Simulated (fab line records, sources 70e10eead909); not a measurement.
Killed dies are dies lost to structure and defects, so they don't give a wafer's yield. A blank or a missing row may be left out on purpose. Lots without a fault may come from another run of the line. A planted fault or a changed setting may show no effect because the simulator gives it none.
Which tool did it? | flow nand_harc | 24 lots, 72 wafers sampled, at 6 steps of a route of 1159

WHAT THE GAUGES READ, wafer by wafer
NHARC_A_SLIT_OVL_MEAS_10. Usual: overlay_x_nm 0.0 nm, standard deviation 0.91; overlay_y_nm 0.0 nm, standard deviation 0.63.
lot  | measured     | on         | overlay_x_nm (nm) | overlay_y_nm (nm) | flag
L074 | day 14 00:42 | overlay-02 | 1.0 1.2 0.6       | 0.4 0.4 -0.2      |
L075 | day 14 13:52 | overlay-01 | 1.4 0.7 0.4       | 0.6 0.9 0.7       |
L077 | day 14 15:01 | overlay-02 | -0.5 -0.4 -0.3    | 1.0 1.6 1.0       |
L076 | day 15 00:42 | overlay-01 | -1.5 -0.7 -0.6    | -0.4 -0.8 -0.4    |
L079 | day 15 01:07 | overlay-01 | -1.8 -1.8 -1.9    | 0.4 0.1 0.5       |
L078 | day 15 02:32 | overlay-01 | -2.3 -2.5 -1.7    | -0.3 0.9 0.7      |
L082 | day 16 05:01 | overlay-01 | -0.7 -1.0 -0.5    | -0.3 0.0 -0.9     |
L080 | day 16 05:56 | overlay-01 | 1.4 1.8 1.5       | -0.1 -0.1 0.3     |
L081 | day 16 07:04 | overlay-01 | 0.3 0.3 0.6       | -0.4 -0.5 -0.7    |
L083 | day 16 19:35 | overlay-02 | 0.2 0.2 0.2       | 0.4 0.6 0.3       |
L084 | day 17 01:24 | overlay-01 | 0.1 0.1 0.2       | -0.1 0.3 0.1      |
L086 | day 17 02:21 | overlay-02 | -0.4 -0.1 -0.4    | -0.7 -0.8 -0.5    |
L085 | day 17 05:02 | overlay-02 | -0.9 -1.4 -0.8    | 1.7 1.1 0.9       |
L089 | day 18 05:50 | overlay-01 | 0.3 0.4 0.7       | -0.3 -0.1 -0.4    |
L087 | day 18 05:59 | overlay-02 | -0.4 0.1 -1.1     | -0.9 -1.0 -0.4    |
L091 | day 18 11:25 | overlay-02 | 0.4 0.8 0.1       | 0.3 0.9 0.1       |
L090 | day 18 13:02 | overlay-01 | 0.1 0.2 -0.4      | -0.2 -0.5 -0.7    |
L088 | day 18 13:21 | overlay-02 | -0.7 -0.4 -0.2    | 0.5 0.3 0.5       |
L095 | day 19 01:07 | overlay-02 | 0.2 0.2 0.4       | 0.6 -0.7 0.2      |
L093 | day 19 02:57 | overlay-01 | 0.8 1.1 0.6       | -0.9 -0.8 -0.8    |
L094 | day 19 03:35 | overlay-01 | -0.2 -0.4 0.0     | -0.2 0.1 -0.2     |
L092 | day 19 15:31 | overlay-01 | 1.1 0.7 0.9       | -0.1 -0.6 -0.7    |
L097 | day 20 02:22 | overlay-01 | 1.3 0.8 0.8       | -0.5 -0.3 -0.8    |
L096 | day 20 02:31 | overlay-02 | -0.4 -1.0 -0.3    | 0.4 0.3 -0.1      |

NHARC_A_CONTACT_CD_MEAS_53. Usual: cd_nm 189.8 nm, standard deviation 0.86.
lot  | measured     | on        | cd_nm (nm)        | flag
L074 | day 16 06:10 | cd_sem-01 | 189.3 189.6 190.0 |
L075 | day 16 19:04 | cd_sem-03 | 191.1 190.7 191.2 |
L077 | day 16 18:49 | cd_sem-03 | 189.9 190.2 190.2 |
L076 | day 17 02:09 | cd_sem-03 | 189.5 190.0 190.0 |
L079 | day 16 22:56 | cd_sem-03 | 191.4 190.6 191.2 |
L078 | day 16 23:25 | cd_sem-03 | 190.7 190.7 191.1 |
L082 | day 18 11:51 | cd_sem-01 | 189.2 189.6 189.8 |
L080 | day 18 01:37 | cd_sem-01 | 190.4 190.5 189.8 |
L081 | day 18 14:56 | cd_sem-03 | 190.6 191.0 190.0 |
L083 | day 18 17:52 | cd_sem-01 | 189.8 190.0 190.1 |
L084 | day 19 01:02 | cd_sem-01 | 190.5 189.0 190.3 |
L086 | day 19 00:08 | cd_sem-02 | 190.0 190.6 190.0 |
L085 | day 19 08:36 | cd_sem-01 | 189.9 189.7 190.2 |
L089 | day 20 05:59 | cd_sem-02 | 187.3 187.3 187.3 |
L087 | day 20 07:59 | cd_sem-01 | 188.3 188.7 188.7 |
L091 | day 20 12:10 | cd_sem-01 | 191.1 190.4 190.2 |
L090 | day 20 14:17 | cd_sem-01 | 189.7 189.6 190.0 |
L088 | day 20 18:09 | cd_sem-02 | 189.5 189.2 188.7 |
L095 | day 20 23:22 | cd_sem-02 | 188.8 189.4 189.4 |
L093 | day 20 21:53 | cd_sem-01 | 189.8 190.2 190.6 |
L094 | day 21 05:10 | cd_sem-02 | 190.2 189.9 189.4 |
L092 | day 21 19:41 | cd_sem-03 | 190.5 190.1 189.7 |
L097 | day 22 01:41 | cd_sem-03 | 188.8 188.9 189.3 |
L096 | day 22 02:33 | cd_sem-02 | 188.5 189.7 189.0 |

WHICH TOOL RAN EACH LOT (tool, then ch and the chambers of the sampled wafers, then the start)
lot  | NHARC_A_SLIT_ETCH_15                          | NHARC_A_SLIT_STRIP_18                         | NHARC_A_CONTACT_DESCUM_47          | NHARC_A_CONTACT_ETCH_116
L074 | rie_diel-04 ch 1,2, day 16 02:33 or earlier   | rie_diel-07 ch 0,1,3, day 16 02:33 or earlier | rie_diel-06 ch 1,2, day 16 02:33   | har_cap_etch-01 ch 0,1, day 16 04:43
L075 | rie_diel-07 ch 0,2,3, day 16 15:47 or earlier | rie_diel-04 ch 0,1,3, day 16 15:47 or earlier | rie_diel-13 ch 0,1,2, day 16 15:47 | har_cap_etch-01 ch 0,1, day 16 17:37
L077 | rie_diel-10 ch 1,2, day 16 15:33 or earlier   | rie_diel-07 ch 1,2, day 16 15:33 or earlier   | rie_diel-06 ch 0,1,2, day 16 15:33 | har_cap_etch-03 ch 0,1, day 16 17:23
L076 | rie_diel-10 ch 1,2,3, day 16 22:50 or earlier | rie_diel-10 ch 0,3, day 16 22:50 or earlier   | rie_diel-05 ch 0,1,3, day 16 22:50 | har_cap_etch-03 ch 0,1, day 17 00:42
L079 | rie_diel-04 ch 1,2,3, day 16 19:35 or earlier | rie_diel-07 ch 0,1,3, day 16 19:35 or earlier | rie_diel-13 ch 0,1,2, day 16 19:35 | har_cap_etch-03 ch 0,1, day 16 21:28
L078 | rie_diel-04 ch 1,2, day 16 19:59 or earlier   | rie_diel-04 ch 0,1,3, day 16 19:59 or earlier | rie_diel-05 ch 0,2,3, day 16 19:59 | har_cap_etch-01 ch 0,1, day 16 21:55
L082 | rie_diel-10 ch 0,1,2, day 18 08:10 or earlier | rie_diel-10 ch 0,1,3, day 18 08:10 or earlier | rie_diel-06 ch 0,1,2, day 18 08:10 | har_cap_etch-01 ch 0,1, day 18 10:18
L080 | rie_diel-10 ch 0,1, day 17 22:20 or earlier   | rie_diel-04 ch 0,1,2, day 17 22:20 or earlier | rie_diel-05 ch 0,1,3, day 17 22:20 | har_cap_etch-02 ch 0,1, day 18 00:09
L081 | rie_diel-04 ch 0,2,3, day 18 11:37 or earlier | rie_diel-07 ch 0,2,3, day 18 11:37 or earlier | rie_diel-05 ch 2,3, day 18 11:37   | har_cap_etch-02 ch 0,1, day 18 13:31
L083 | rie_diel-07 ch 2,3, day 18 14:33 or earlier   | rie_diel-04 ch 1,2, day 18 14:33 or earlier   | rie_diel-05 ch 0,1, day 18 14:33   | har_cap_etch-03 ch 0,1, day 18 16:25
L084 | rie_diel-07 ch 0,1,2, day 18 21:41 or earlier | rie_diel-04 ch 0,1,3, day 18 21:41 or earlier | rie_diel-05 ch 0,2, day 18 21:41   | har_cap_etch-02 ch 0,1, day 18 23:31
L086 | rie_diel-10 ch 0,3, day 18 20:52 or earlier   | rie_diel-07 ch 2,3, day 18 20:52 or earlier   | rie_diel-06 ch 1,2,3, day 18 20:52 | har_cap_etch-03 ch 0,1, day 18 22:41
L085 | rie_diel-10 ch 1,3, day 19 05:16 or earlier   | rie_diel-04 ch 1,2,3, day 19 05:16 or earlier | rie_diel-05 ch 1,2, day 19 05:16   | har_cap_etch-01 ch 1, day 19 07:10
L089 | rie_diel-10 ch 0,1, day 20 02:39 or earlier   | rie_diel-04 ch 1,2,3, day 20 02:39 or earlier | rie_diel-06 ch 2,3, day 20 02:39   | har_cap_etch-01 ch 0,1, day 20 04:29
L087 | rie_diel-04 ch 1,2,3, day 20 04:42 or earlier | rie_diel-10 ch 0,1,2, day 20 04:42 or earlier | rie_diel-06 ch 0,2,3, day 20 04:42 | har_cap_etch-02 ch 1, day 20 06:32
L091 | rie_diel-07 ch 0,1,3, day 20 08:53 or earlier | rie_diel-07 ch 0,1, day 20 08:53 or earlier   | rie_diel-05 ch 0,2, day 20 08:53   | har_cap_etch-03 ch 0,1, day 20 10:43
L090 | rie_diel-04 ch 0,3, day 20 11:01 or earlier   | rie_diel-10 ch 1,2, day 20 11:01 or earlier   | rie_diel-06 ch 2,3, day 20 11:01   | har_cap_etch-01 ch 0,1, day 20 12:51
L088 | rie_diel-10 ch 0,1,2, day 20 14:52 or earlier | rie_diel-07 ch 2,3, day 20 14:52 or earlier   | rie_diel-13 ch 0,2, day 20 14:52   | har_cap_etch-01 ch 0,1, day 20 16:43
L095 | rie_diel-04 ch 0,1, day 20 19:57 or earlier   | rie_diel-04 ch 2,3, day 20 19:57 or earlier   | rie_diel-13 ch 0,3, day 20 19:57   | har_cap_etch-02 ch 0,1, day 20 21:52
L093 | rie_diel-04 ch 0,1,3, day 20 18:35 or earlier | rie_diel-04 ch 0,2,3, day 20 18:35 or earlier | rie_diel-13 ch 1,2,3, day 20 18:35 | har_cap_etch-01 ch 0,1, day 20 20:25
L094 | rie_diel-07 ch 0,2, day 21 01:38 or earlier   | rie_diel-04 ch 0,3, day 21 01:38 or earlier   | rie_diel-06 ch 0,2, day 21 01:38   | har_cap_etch-03 ch 0,1, day 21 03:43
L092 | rie_diel-04 ch 0,2, day 21 16:25 or earlier   | rie_diel-04 ch 0,2,3, day 21 16:25 or earlier | rie_diel-06 ch 0,3, day 21 16:25   | har_cap_etch-01 ch 0,1, day 21 18:13
L097 | rie_diel-04 ch 2,3, day 21 22:25 or earlier   | rie_diel-07 ch 0,1, day 21 22:25 or earlier   | rie_diel-06 ch 0,1, day 21 22:25   | har_cap_etch-02 ch 0,1, day 22 00:14
L096 | rie_diel-10 ch 0,2,3, day 21 23:14 or earlier | rie_diel-04 ch 0,2,3, day 21 23:14 or earlier | rie_diel-05 ch 0,1,2, day 21 23:14 | har_cap_etch-01 ch 0,1, day 22 01:07
- NHARC_A_SLIT_ETCH_15: etches the open film in O2/COS, target depth 3200 nm, time 832 s.
- NHARC_A_SLIT_STRIP_18: strips in O2.
- NHARC_A_CONTACT_DESCUM_47: chemistry O2, time 3 s.
- NHARC_A_CONTACT_ETCH_116: etches the open film in C4F8/O2/Ar, time 94 s, target depth 922 nm.

WHAT THE TOOLS THEMSELVES READ (means of the sampled wafers that have a number; where no wafer has one, the mark that the record gives instead)
NHARC_A_SLIT_ETCH_15. Usual: bias_w 300.0 W, standard deviation 0.9; drypump_motor_current_A 5.7 A, standard deviation 0.41; oes_product_au 1.000 a.u., standard deviation 0.0084; rf_vpp_V 314.5 V, standard deviation 2.4; showerhead_plenum_p_Torr 3.16 Torr, standard deviation 0.15; throttle_valve_pct 28.329 %, standard deviation 0.0089.
lot  | tool        | bias_w (W) | drypump_motor_current_A (A) | oes_product_au (a.u.) | rf_vpp_V (V) | showerhead_plenum_p_Torr (Torr) | throttle_valve_pct (%) | flag
L074 | rie_diel-04 | 300.1      | 5.7                         | 0.987                 | 315.2        | 3.20                            | 28.335                 |
L075 | rie_diel-07 | 299.7      | 5.6                         | 0.997                 | 312.5        | 3.12                            | 28.331                 |
L077 | rie_diel-10 | 299.2      | 5.8                         | 0.998                 | 313.9        | 3.06                            | 28.326                 |
L076 | rie_diel-10 | 299.4      | 5.7                         | 0.998                 | 313.3        | 3.10                            | 28.330                 |
L079 | rie_diel-04 | 300.6      | 6.1                         | 0.998                 | 314.6        | 3.12                            | 28.336                 |
L078 | rie_diel-04 | 299.6      | 6.0                         | 0.991                 | 313.8        | 3.14                            | 28.333                 |
L082 | rie_diel-10 | 299.6      | 5.7                         | 1.005                 | 315.3        | 3.20                            | 28.329                 |
L080 | rie_diel-10 | 300.3      | 5.7                         | 1.006                 | 315.1        | 3.19                            | 28.329                 |
L081 | rie_diel-04 | 299.9      | 6.2                         | 1.006                 | 314.7        | 3.14                            | 28.340                 |
L083 | rie_diel-07 | 300.2      | 5.3                         | 1.001                 | 315.9        | 3.22                            | 28.330                 |
L084 | rie_diel-07 | 299.6      | 5.6                         | 1.002                 | 312.8        | 3.02                            | 28.331                 |
L086 | rie_diel-10 | 299.7      | 5.6                         | 1.006                 | 316.2        | 3.23                            | 28.337                 |
L085 | rie_diel-10 | 300.6      | 5.7                         | 1.001                 | 311.5        | 3.00                            | 28.332                 |
L089 | rie_diel-10 | 301.0      | 5.8                         | 1.002                 | 314.8        | 3.19                            | 28.324                 |
L087 | rie_diel-04 | 301.0      | 6.1                         | 0.997                 | 314.2        | 3.11                            | 28.329                 |
L091 | rie_diel-07 | 300.3      | 5.5                         | 1.003                 | 314.5        | 3.10                            | 28.329                 |
L090 | rie_diel-04 | 299.5      | 6.0                         | 0.994                 | 314.6        | 3.23                            | 28.326                 |
L088 | rie_diel-10 | 300.4      | 5.7                         | 1.010                 | 314.0        | 3.20                            | 28.330                 |
L095 | rie_diel-04 | 298.8      | 5.6                         | 0.996                 | 317.1        | 3.31                            | 28.324                 |
L093 | rie_diel-04 | 299.7      | 5.8                         | 0.988                 | 315.5        | 3.20                            | 28.341                 |
L094 | rie_diel-07 | 300.4      | 5.8                         | 0.998                 | 312.2        | 3.02                            | 28.335                 |
L092 | rie_diel-04 | 300.5      | 5.9                         | 0.993                 | 315.9        | 3.25                            | 28.322                 |
L097 | rie_diel-04 | 300.3      | 6.5                         | 0.991                 | 312.3        | 3.02                            | 28.318                 |
L096 | rie_diel-10 | 299.9      | 5.6                         | 1.005                 | 315.8        | 3.24                            | 28.332                 |

NHARC_A_SLIT_STRIP_18. Usual: drypump_motor_current_A 5.8 A, standard deviation 0.47; oes_product_au 0.997 a.u., standard deviation 0.0069; rf_vpp_V 57.8 V, standard deviation 0.89; showerhead_plenum_p_Torr 3.54 Torr, standard deviation 0.16; throttle_valve_pct 17.037 %, standard deviation 0.01.
lot  | tool        | drypump_motor_current_A (A) | oes_product_au (a.u.) | rf_vpp_V (V) | showerhead_plenum_p_Torr (Torr) | throttle_valve_pct (%) | flag
L074 | rie_diel-07 | 5.5                         | 0.996                 | 57.3         | 3.51                            | 17.033                 |
L075 | rie_diel-04 | 5.8                         | 0.997                 | 58.1         | 3.62                            | 17.042                 |
L077 | rie_diel-07 | 5.5                         | 0.995                 | 57.2         | 3.44                            | 17.042                 |
L076 | rie_diel-10 | 5.6                         | 0.995                 | 58.2         | 3.55                            | 17.031                 |
L079 | rie_diel-07 | 5.5                         | 0.999                 | 57.7         | 3.51                            | 17.043                 |
L078 | rie_diel-04 | 5.9                         | 0.998                 | 58.7         | 3.62                            | 17.035                 |
L082 | rie_diel-10 | 5.7                         | 1.002                 | 58.4         | 3.50                            | 17.023                 |
L080 | rie_diel-04 | 5.8                         | 0.991                 | 58.1         | 3.64                            | 17.044                 |
L081 | rie_diel-07 | 5.6                         | 0.992                 | 57.9         | 3.52                            | 17.029                 |
L083 | rie_diel-04 | 6.0                         | 1.001                 | 57.1         | 3.55                            | 17.033                 |
L084 | rie_diel-04 | 5.8                         | 0.996                 | 57.4         | 3.62                            | 17.038                 |
L086 | rie_diel-07 | 5.3                         | 1.002                 | 57.3         | 3.64                            | 17.042                 |
L085 | rie_diel-04 | 6.1                         | 0.998                 | 57.7         | 3.52                            | 17.033                 |
L089 | rie_diel-04 | 6.1                         | 0.988                 | 58.1         | 3.52                            | 17.037                 |
L087 | rie_diel-10 | 5.7                         | 1.007                 | 58.2         | 3.61                            | 17.039                 |
L091 | rie_diel-07 | 5.5                         | 0.999                 | 58.1         | 3.40                            | 17.035                 |
L090 | rie_diel-10 | 5.6                         | 0.997                 | 58.2         | 3.61                            | 17.032                 |
L088 | rie_diel-07 | 5.5                         | 0.997                 | 58.1         | 3.54                            | 17.034                 |
L095 | rie_diel-04 | 6.4                         | 1.001                 | 57.2         | 3.45                            | 17.027                 |
L093 | rie_diel-04 | 6.2                         | 0.995                 | 58.5         | 3.55                            | 17.041                 |
L094 | rie_diel-04 | 6.2                         | 0.995                 | 57.1         | 3.52                            | 17.045                 |
L092 | rie_diel-04 | 6.2                         | 0.996                 | 57.4         | 3.54                            | 17.036                 |
L097 | rie_diel-07 | 5.5                         | 1.002                 | 58.0         | 3.40                            | 17.030                 |
L096 | rie_diel-04 | 6.2                         | 0.998                 | 57.3         | 3.54                            | 17.042                 |

NHARC_A_CONTACT_DESCUM_47. Usual: drypump_motor_current_A 5.8 A, standard deviation 0.48; oes_product_au 0.998 a.u., standard deviation 0.0082; rf_vpp_V 57.8 V, standard deviation 0.87; showerhead_plenum_p_Torr 1.94 Torr, standard deviation 0.08; throttle_valve_pct 11.311 %, standard deviation 0.0082.
lot  | tool        | drypump_motor_current_A (A) | oes_product_au (a.u.) | rf_vpp_V (V) | showerhead_plenum_p_Torr (Torr) | throttle_valve_pct (%) | flag
L074 | rie_diel-06 | 5.2                         | 0.996                 | 58.3         | 1.93                            | 11.307                 |
L075 | rie_diel-13 | 5.9                         | 0.991                 | 58.2         | 1.94                            | 11.319                 |
L077 | rie_diel-06 | 5.3                         | 1.003                 | 58.2         | 1.89                            | 11.307                 |
L076 | rie_diel-05 | 6.1                         | 1.002                 | 57.3         | 1.99                            | 11.318                 |
L079 | rie_diel-13 | 6.0                         | 1.001                 | 58.5         | 1.94                            | 11.307                 |
L078 | rie_diel-05 | 6.0                         | 0.996                 | 58.0         | 1.95                            | 11.311                 |
L082 | rie_diel-06 | 5.3                         | 1.001                 | 56.7         | 1.89                            | 11.315                 |
L080 | rie_diel-05 | 6.1                         | 1.002                 | 57.8         | 1.98                            | 11.312                 |
L081 | rie_diel-05 | 5.8                         | 0.989                 | 58.1         | 1.91                            | 11.309                 |
L083 | rie_diel-05 | 6.0                         | 0.992                 | 57.7         | 2.01                            | 11.312                 |
L084 | rie_diel-05 | 5.8                         | 0.991                 | 57.8         | 1.94                            | 11.310                 |
L086 | rie_diel-06 | 5.7                         | 1.000                 | 57.3         | 1.92                            | 11.308                 |
L085 | rie_diel-05 | 5.8                         | 1.002                 | 58.1         | 1.97                            | 11.316                 |
L089 | rie_diel-06 | 5.5                         | 1.005                 | 57.3         | 2.00                            | 11.321                 |
L087 | rie_diel-06 | 5.6                         | 1.006                 | 57.6         | 1.96                            | 11.303                 |
L091 | rie_diel-05 | 5.9                         | 0.997                 | 58.3         | 1.98                            | 11.304                 |
L090 | rie_diel-06 | 5.6                         | 1.004                 | 57.4         | 2.00                            | 11.317                 |
L088 | rie_diel-13 | 5.9                         | 0.998                 | 58.5         | 2.00                            | 11.316                 |
L095 | rie_diel-13 | 6.0                         | 0.992                 | 58.9         | 2.02                            | 11.315                 |
L093 | rie_diel-13 | 6.1                         | 0.987                 | 57.7         | 1.90                            | 11.310                 |
L094 | rie_diel-06 | 5.2                         | 1.005                 | 57.7         | 1.92                            | 11.316                 |
L092 | rie_diel-06 | 5.8                         | 1.008                 | 57.4         | 1.92                            | 11.298                 |
L097 | rie_diel-06 | 5.4                         | 0.997                 | 56.1         | 1.81                            | 11.313                 |
L096 | rie_diel-05 | 5.9                         | 1.002                 | 59.0         | 1.97                            | 11.314                 |

NHARC_A_CONTACT_ETCH_116. Usual: oes_air_line_au 1.000 a.u., standard deviation 0.022.
lot  | tool            | oes_air_line_au (a.u.) | flag
L074 | har_cap_etch-01 | 1.029                  |
L075 | har_cap_etch-01 | 1.016                  |
L077 | har_cap_etch-03 | 0.996                  |
L076 | har_cap_etch-03 | 0.988                  |
L079 | har_cap_etch-03 | 0.991                  |
L078 | har_cap_etch-01 | 1.021                  |
L082 | har_cap_etch-01 | 0.990                  |
L080 | har_cap_etch-02 | 1.017                  |
L081 | har_cap_etch-02 | 0.980                  |
L083 | har_cap_etch-03 | 0.995                  |
L084 | har_cap_etch-02 | 0.968                  |
L086 | har_cap_etch-03 | 1.022                  |
L085 | har_cap_etch-01 | 1.001                  |
L089 | har_cap_etch-01 | 1.019                  |
L087 | har_cap_etch-02 | 0.994                  |
L091 | har_cap_etch-03 | 0.994                  |
L090 | har_cap_etch-01 | 0.985                  |
L088 | har_cap_etch-01 | 1.017                  |
L095 | har_cap_etch-02 | 0.977                  |
L093 | har_cap_etch-01 | 0.980                  |
L094 | har_cap_etch-03 | 1.001                  |
L092 | har_cap_etch-01 | 0.994                  |
L097 | har_cap_etch-02 | 1.017                  |
L096 | har_cap_etch-01 | 0.985                  |

THE ANSWER, worked out from the rows above alone
Rule: a lot is off if the mean of its wafers that have a number lies more than 3 standard deviations from the usual mean. A lot without any number at a reading at which 4 lots or more have one is off too. The other lots that the step has rows for count as sound. The gauges are gone through in route order, then the tools' own readings, and for those a lot's mean is taken as printed above. The first step at which some lot is off is used, and at that step the reading that is off furthest; a lot without a number counts as furthest.
No lot is off at any reading shown: from this, nothing can be told.

WHAT THE SIMULATOR HAD PUT IN
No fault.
